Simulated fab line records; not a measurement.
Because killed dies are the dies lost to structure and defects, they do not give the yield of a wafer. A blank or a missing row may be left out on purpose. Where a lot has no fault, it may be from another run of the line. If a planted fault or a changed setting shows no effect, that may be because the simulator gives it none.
fab line records | flow n5Finfet | part 1 of 2: steps 1 to 15 of 16
[record] lots = 6 wafers = 17 lastDay = 15
route steps=1938 shown BEOL_M2@889 BEOL_M4@1111 PASSIVATION@1936
lots untouched by any fault: they come from a run of this same line in which no faults occurred
startH: the number of hours between the record's first day and the start of the first shown wafer of the lot | waitH: time in hours since the lot's previous step | " the same as in the row above | L1.1+2: a single row standing in for several wafers | - no value present, or no start provided | * or withheld: withheld | < > ~ a bound
route shown NAME@n: NAME is a module with steps in the file, n the number in the route of the first one | usual: mean and standard deviation over wafers with no fault | same: alike in all rows | chamber/n: place in a boat | sites: readings site by site | _std_site: standard deviation across them | _edge_site: mean of outer sites minus mean of inner sites | radiusMm: for every site, how far away it sits from the centre of the wafer | mask NAME#n: copy n | behind: the last tool/chamber to shape the wafer | hold: why the lot went on hold/how many hours it stayed there/how the hold came to an end | device: names the non-switching transistor (n, p or np) | end of line: tests run on the same wafers once the route is complete | where a step has no rows: the recipe by itself | killed: dies lost to structure and defects at the first sort, not the wafer's yield | map: the dies of a wafer, with x for killed, . for not killed, _ for no die there
set.NAME: the setting as run; set.NAME@STEP: as run at that earlier step | model.NAME: the simulator's own value behind a step, which no gauge read
lots seen at some steps along the route; tables by step, rows by wafer
services: a tool's chamber out of use, with start hour (startH, from the record's first day; less than 0 if before it), hours out, and reason
[[steps]]
[step N5_BEOL_M2_STRIP_36]
[recipe] chemistry = N2/H2 powerW = 450 tempC = 40 pressureMtorr = 20 rfFrequencyHz = 6e+07 overashFraction = 0.3 biasPowerW = 7 h2Frac = 0.5 n2FlowSccm = 200 h2FlowSccm = 200
[usual] biasPowerW = 7.001/0.019 chamberPressureMTorr = 20.00/0.034 drypumpMotorCurrentA = 5.7/0.4 oesProductAu = 0.76/0.077 rfVppV = 59.2/1.5 showerheadPlenumPTorr = 2.53/0.083 throttleValvePct = 23.75/0.18
// columns lot.wafer tool chamber startH waitH biasPowerW chamberPressureMTorr drypumpMotorCurrentA oesProductAu rfHoursCounterH rfVppV showerheadPlenumPTorr throttleValvePct
L359.1 rieDiel-06 3 137.75 0.0 7.000 19.94 5.9 0.70 230 60.4 2.51 24.09
L359.5 " 0 " " 7.004 19.98 5.9 0.67 - 60.0 2.58 23.71
L359.6 " 3 " " 7.032 20.03 5.9 0.70 - 62.0 2.51 24.06
L361.1 rieDiel-04 1 141.85 0.0 6.978 20.06 5.4 0.91 42 58.9 2.58 23.73
L361.3 " 3 " " 7.020 20.06 5.7 0.74 186 56.6 2.52 23.86
L361.4 " 0 " " 7.017 20.01 6.2 0.80 95 59.1 2.44 23.39
L372.1 rieDiel-06 3 208.22 0.0 6.958 19.95 5.9 0.66 262 60.9 2.49 24.10
L372.4 " 3 " " 6.991 19.98 5.9 0.67 - 56.9 2.49 24.12
L375.2 rieDiel-02 1 223.78 0.0 6.953 20.00 5.5 0.72 215 60.9 2.62 23.80
L375.3 " 3 " " 6.968 19.99 5.7 0.83 72 60.2 2.67 23.72
L375.5 " 0 " " 6.980 20.04 5.3 0.86 - 58.4 2.58 24.01
L374.2 rieDiel-04 1 234.07 0.0 7.008 20.06 5.4 0.86 76 59.4 2.56 23.78
L374.3 " 3 " " 7.044 20.01 5.7 0.71 219 60.0 2.50 23.91
L374.5 " 1 " " 6.998 20.00 5.4 0.86 - 59.6 2.57 23.75
L377.1 rieDiel-04 0 235.60 0.0 6.995 19.96 6.1 0.77 124 62.6 2.43 23.42
L377.3 " 3 " " 7.003 20.04 5.7 0.71 219 57.6 2.50 23.91
L377.5 " 2 " " 7.033 19.98 6.4 0.71 - 57.4 2.42 23.57
[step N5_BEOL_M2_TRENCH_ETCH_37]
[recipe] chemistry = C4F6/O2 targetDepthA = 555.55 target = SiOC timeS = 29.2 ionEnergyEv = 250 pressureMtorr = 30 sourceW = 355 biasW = 185 Ar_flow_sccm = 300 C4F6_flow_sccm = 10 O2_flow_sccm = 10
[step N5_BEOL_M2_ETCH_41]
[recipe] chemistry = CH3F/O2 target = SiCN targetDepthA = 299 taperDeg = 2 timeS = 52.5 ionEnergyEv = 120 maskMaterial = TiN pressureMtorr = 30 sourceW = 395 biasW = 75 Ar_flow_sccm = 150 CH3F_flow_sccm = 30 O2_flow_sccm = 20
[usual] chamberPressureMTorr = 29.998/0.029 drypumpMotorCurrentA = 5.7/0.4 oesProductAu = 0.76/0.076 rfVppV = 297.3/1.5 showerheadPlenumPTorr = 2.00/0.063 throttleValvePct = 16.50/0.21
// columns lot.wafer tool chamber startH waitH chamberPressureMTorr drypumpMotorCurrentA oesProductAu rfHoursCounterH rfVppV showerheadPlenumPTorr throttleValvePct
L359.1 rieDiel-06 3 - - 29.951 6.0 0.69 230 296.6 1.98 17.00
L359.5 " 0 " " 30.037 6.0 0.67 - 298.9 2.04 16.51
L359.6 " 3 " " 29.994 5.9 0.70 - 296.3 1.98 16.98
L361.1 rieDiel-04 1 - - 30.021 5.4 0.91 42 299.4 2.02 16.23
L361.3 " 3 " " 29.946 5.7 0.74 186 297.3 2.00 16.64
L361.4 " 0 " " 29.967 6.1 0.79 95 296.5 1.95 16.35
L372.1 rieDiel-06 3 - - 29.987 5.9 0.67 262 294.3 1.97 17.05
L372.4 " 3 " " 29.998 5.9 0.67 - 297.4 1.97 17.06
L375.2 rieDiel-02 1 - - 29.978 5.5 0.70 215 297.6 2.07 16.67
L375.3 " 3 " " 30.013 5.8 0.83 72 300.2 2.10 16.24
L375.5 " 0 " " 30.020 5.3 0.85 - 299.0 2.04 16.54
L374.2 rieDiel-04 1 - - 29.995 5.4 0.85 76 296.8 2.01 16.30
L374.3 " 3 " " 29.997 5.6 0.71 219 295.8 1.99 16.69
L374.5 " 1 " " 30.022 5.4 0.85 - 298.2 2.01 16.31
L377.1 rieDiel-04 0 - - 29.999 6.1 0.76 124 296.8 1.94 16.38
L377.3 " 3 " " 30.041 5.7 0.71 219 298.4 1.99 16.69
L377.5 " 2 " " 29.984 6.4 0.72 - 294.4 1.90 16.36
[step N5_BEOL_M2_STRIP_97]
[recipe] chemistry = N2/H2 timeS = 10 powerW = 450 tempC = 40 pressureMtorr = 20 rfFrequencyHz = 6e+07 biasPowerW = 7 n2FlowSccm = 200 h2FlowSccm = 200
[usual] biasPowerW = 7.001/0.021 chamberPressureMTorr = 19.998/0.019 drypumpMotorCurrentA = 5.7/0.4 oesProductAu = 0.76/0.076 rfVppV = 59.1/0.89 showerheadPlenumPTorr = 2.53/0.083 throttleValvePct = 23.75/0.18
// columns lot.wafer tool chamber startH waitH biasPowerW chamberPressureMTorr drypumpMotorCurrentA oesProductAu rfHoursCounterH rfVppV showerheadPlenumPTorr throttleValvePct
L359.1 rieDiel-06 3 - - 6.999 19.996 5.9 0.70 230 58.4 2.51 24.07
L359.5 " 0 " " 7.008 20.020 5.9 0.66 - 58.7 2.58 23.69
L359.6 " 3 " " 6.992 19.995 5.9 0.70 - 59.2 2.51 24.07
L361.1 rieDiel-04 1 - - 7.028 20.013 5.4 0.91 42 60.0 2.58 23.74
L361.3 " 3 " " 7.009 19.991 5.7 0.74 186 58.6 2.52 23.87
L361.4 " 0 " " 7.010 19.988 6.2 0.80 95 58.5 2.44 23.38
L372.1 rieDiel-06 3 - - 6.984 20.009 5.9 0.68 262 58.5 2.49 24.13
L372.4 " 3 " " 7.005 19.986 5.9 0.67 - 59.8 2.49 24.10
L375.2 rieDiel-02 1 - - 6.979 20.028 5.5 0.70 215 58.4 2.62 23.80
L375.3 " 3 " " 6.990 19.978 5.7 0.82 72 59.3 2.67 23.70
L375.5 " 0 " " 7.036 19.998 5.3 0.85 - 58.6 2.58 23.99
L374.2 rieDiel-04 1 - - 7.022 20.037 5.4 0.86 76 58.1 2.57 23.77
L374.3 " 3 " " 6.987 19.975 5.7 0.71 219 61.0 2.50 23.90
L374.5 " 1 " " 7.007 20.019 5.4 0.86 - 59.2 2.57 23.78
L377.1 rieDiel-04 0 - - 6.976 19.996 6.1 0.76 124 58.9 2.43 23.41
L377.3 " 3 " " 7.020 19.961 5.7 0.71 219 58.5 2.50 23.91
L377.5 " 2 " " 7.008 19.996 6.4 0.72 - 58.7 2.42 23.57
[step N5_BEOL_M2_OCD_MEAS_38]
[usual] trenchDepthNm = 55.5/1
// columns lot.wafer tool chamber startH waitH trenchDepthNm
L359.1 ocd-01 - 137.94 - 54.6
L359.5 " - " " 55.5
L359.6 " - " " 54.5
L361.1 ocd-02 - 142.04 - 57.1
L361.3 " - " " 54.4
L361.4 " - " " 55.6
L372.1 ocd-02 - 208.42 - 54.2
L372.4 " - " " 54.1
L375.2 ocd-01 - 223.97 - 55.1
L375.3 " - " " 55.7
L375.5 " - " " 55.5
L374.2 ocd-02 - 234.26 - 57.1
L374.3 " - " " 55.1
L374.5 " - " " 57.2
L377.1 ocd-01 - 235.79 - 55.4
L377.3 " - " " 54.5
L377.5 " - " " 56.1
[step N5_BEOL_M2_HM_STRIP_39]
[recipe] chemistry = peroxideTinStrip material = TiN targetDepthA = 250 tempC = 50 timeS = 158
[step N5_BEOL_M2_SRD_40]
[recipe] timeS = 30 tempC = 23 rinseLiquid = diw dry = ipaMarangoni
[step N5_BEOL_M2_PRECLEAN_42]
[recipe] chemistry = residueRemover timeS = 60 tempC = 40
[step N5_BEOL_M2_SRD_43]
[recipe] timeS = 30 tempC = 23 rinseLiquid = diw dry = ipaMarangoni
[step N5_BEOL_M2_CD_MEAS_35]
[recipe] targetCdNm = 18 targetCdYNm = 22.2 polarity = opening
[usual] cdNm = 18.1/0.44
// columns lot.wafer tool chamber startH waitH cdNm
L359.1 cdSem-01 - 138.10 0.0 18.1
L359.5 " - " " 17.9
L359.6 " - " " 18.3
L361.1 cdSem-02 - 142.20 0.0 18.8
L361.3 " - " " 18.4
L361.4 " - " " 18.0
L372.1 cdSem-01 - 208.57 0.0 18.0
L372.4 " - " " 17.8
L375.2 cdSem-01 - 224.13 0.0 18.6
L375.3 " - " " 18.1
L375.5 " - " " 18.3
L374.2 cdSem-03 - 234.41 0.0 16.8
L374.3 " - " " 17.4
L374.5 " - " " 16.8
L377.1 cdSem-02 - 235.94 0.0 17.8
L377.3 " - " " 18.2
L377.5 " - " " 17.7
[step N5_BEOL_M2_DEGAS_44]
[recipe] ambient = vacuum tempC = 250 timeS = 60
[usual] heaterPowerW = 335/24
// columns lot.wafer tool chamber startH waitH heaterPowerW
L359.1 pvdSputter-03 - 138.14 0.0 348
L359.5 " - " " 373
L359.6 " - " " 338
L361.1 pvdSputter-03 - 142.47 0.3 330
L361.3 " - " " 354
L361.4 " - " " 356
L372.1 pvdSputter-03 - 208.89 0.3 333
L372.4 " - " " 356
L375.2 pvdSputter-03 - 224.79 0.7 342
L375.3 " - " " 303
L375.5 " - " " 338
L374.2 pvdSputter-03 - 235.59 1.2 356
L374.3 " - " " 336
L374.5 " - " " 333
L377.1 pvdSputter-01 - 236.38 0.4 290
L377.3 " - " " 322
L377.5 " - " " 357
[step N5_BEOL_M2_PRE_CLEAN_45]
[recipe] gas = H2/He timeS = 30 tempC = 250
[step N5_BEOL_M2_ALD_84]
[recipe] material = TaN targetThkA = * tempC = 275 aldPrecursorFamily = PDMAT aldCoReactant = NH3 pressureTorr = 3 carrierFlowSccm = 1500 pulseTimeS = 2 purgeTimeS = 3 coReactantPurgeTimeS = 2 coReactantPulseTimeS = 3 aldCycles = 30 precursorVesselTempC = 75 precursorVesselPressureTorr = 26.25 precursorVesselCarrierSccm = 1000
[usual] aldCycles = 30/0 heaterPowerW = 428/26
// columns lot.wafer tool chamber startH waitH aldCycles heaterPowerW model.TaN_of_BEOL_M2_ALD_84.thkNm
L359.1 aldMetal-03 2 138.24 0.0 30 405 *
L359.5 " 2 " " 30 417 *
L359.6 " 1 " " 30 458 *
L361.1 aldMetal-03 1 142.57 0.0 30 447 *
L361.3 " 3 " " 30 400 *
L361.4 " 0 " " 30 432 *
L372.1 aldMetal-03 3 208.99 0.0 30 399 *
L372.4 " 3 " " 30 417 *
L375.2 aldMetal-01 3 224.89 0.0 30 421 *
L375.3 " 1 " " 30 467 *
L375.5 " 0 " " 30 435 *
L374.2 aldMetal-03 0 235.71 0.1 9 422 *
L374.3 " 1 " " 9 452 *
L374.5 " 1 " " 9 450 *
L377.1 aldMetal-03 2 236.49 0.1 9 410 *
L377.3 " 1 " " 9 445 *
L377.5 " 0 " " 9 436 *
[step N5_BEOL_M2_SURFACE_TREAT_85]
[recipe] gas = Ar timeS = * ionEnergyEv = * ionCurrentMaCm2 = 0.5 pressureMtorr = * arFlowSccm = 30
[usual] arFlowSccm = 30.01/0.1 throttleValvePct = *
// columns lot.wafer tool chamber startH waitH arFlowSccm throttleValvePct
L359.1 pvdSputter-02 - 138.47 0.1 29.85 *
L359.5 " - " " 30.18 *
L359.6 " - " " 30.02 *
L361.1 pvdSputter-01 - 142.84 0.2 30.06 *
L361.3 " - " " 29.97 *
L361.4 " - " " 29.92 *
L372.1 pvdSputter-01 - 209.29 0.2 30.15 *
L372.4 " - " " 29.92 *
L375.2 pvdSputter-03 - 225.19 0.2 30.02 *
L375.3 " - " " 29.89 *
L375.5 " - " " 30.12 *
L374.2 pvdSputter-03 - - - 30.00 *
L374.3 " - " " 29.94 *
L374.5 " - " " 29.97 *
L377.1 pvdSputter-03 - - - 29.98 *
L377.3 " - " " 30.00 *
L377.5 " - " " 30.05 *
[step N5_BEOL_M4_RC_MEAS_101]
[usual] DIBL_N = 36.3/1.6 DIBL_P = 36.2/2.1 IOFF_N = 0.16/0.031 IOFF_P = 0.21/0.034 ION_N = 673/11 ION_P = 461/7.4 SS_N = 71.6/0.55 SS_P = 73.3/0.66 VT_N = 251/3.2 VT_P = -251/3.5
// columns lot.wafer tool chamber startH waitH DIBL_N[mV/V] DIBL_P[mV/V] IOFF_N[nA/um] IOFF_P[nA/um] ION_N[uA/um] ION_P[uA/um] SS_N[mV/dec] SS_P[mV/dec] VT_N[mV] VT_P[mV]
L359.1 prober-02 0 156.85 0.0 35.8 34.0 0.15 0.20 670 462 72.1 72.6 250 -251
L359.5 " 0 " " 36.9 36.3 0.18 0.24 691 473 71.9 73.8 250 -249
L359.6 " 0 " " 35.4 33.8 0.13 0.19 664 464 71.0 73.4 252 -251
L361.1 prober-02 0 163.10 0.0 34.0 35.9 0.15 0.20 683 466 70.8 72.9 250 -253
L361.3 " 0 " " 36.2 37.4 0.18 0.22 682 456 71.5 73.7 249 -251
L361.4 " 0 " " 36.6 39.3 0.19 0.25 669 461 71.9 73.8 247 -249
L372.1 prober-01 0 236.31 0.0 35.9 36.0 0.14 0.18 680 467 71.1 73.3 249 -254
L372.4 " 0 " " 36.2 36.5 0.14 0.19 679 466 71.0 73.5 251 -252
L375.2 prober-02 0 245.59 0.2 35.8 36.0 0.16 0.23 678 469 71.1 72.4 246 -247
L375.3 " 0 " " 35.2 36.1 0.15 0.23 671 466 71.1 72.8 247 -244
L375.5 " 0 " " 36.3 37.2 0.17 0.25 685 485 71.4 72.8 249 -243
[[key]]
[firstSign] step = N5_BEOL_M2_ALD_84 reading = aldCycles direction = down sigmas = 99+ usual = * struck = *
[effect] step = N5_PASSIVATION_PROBE_49 reading = sort_bin_4_leakage direction = up sigmas = 99+ usual = 0.00 struck = 68.45
[modelEffect] step = N5_BEOL_M2_ALD_84 value = TaN_of_BEOL_M2_ALD_84.thkNm without = * struck = *
[moreKillsBornAt] N5_BEOL_M2_ALD_84@aldMetal-03 = 4846
metAt N5_BEOL_M2_ALD_84
struckWafers L374.2,L374.3,L374.5,L377.1,L377.3,L377.5
laterRowsLeftOut L374.2,L374.3,L374.5,L377.1,L377.3,L377.5
onsetBetween 208.99 235.71
[fault] kind = processParameterDrift tool = aldMetal-03 chamber = - onsetH = 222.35 steps = N5_BEOL_M2_ALD_84 channel = aldCycles offset = * shape = step endH = 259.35 actsIn = * stated = *
// laterRowsLeftOut: the simulator's readings of these wafers behind a module that went badly wrong aren't trusted and aren't shown, but for the sort
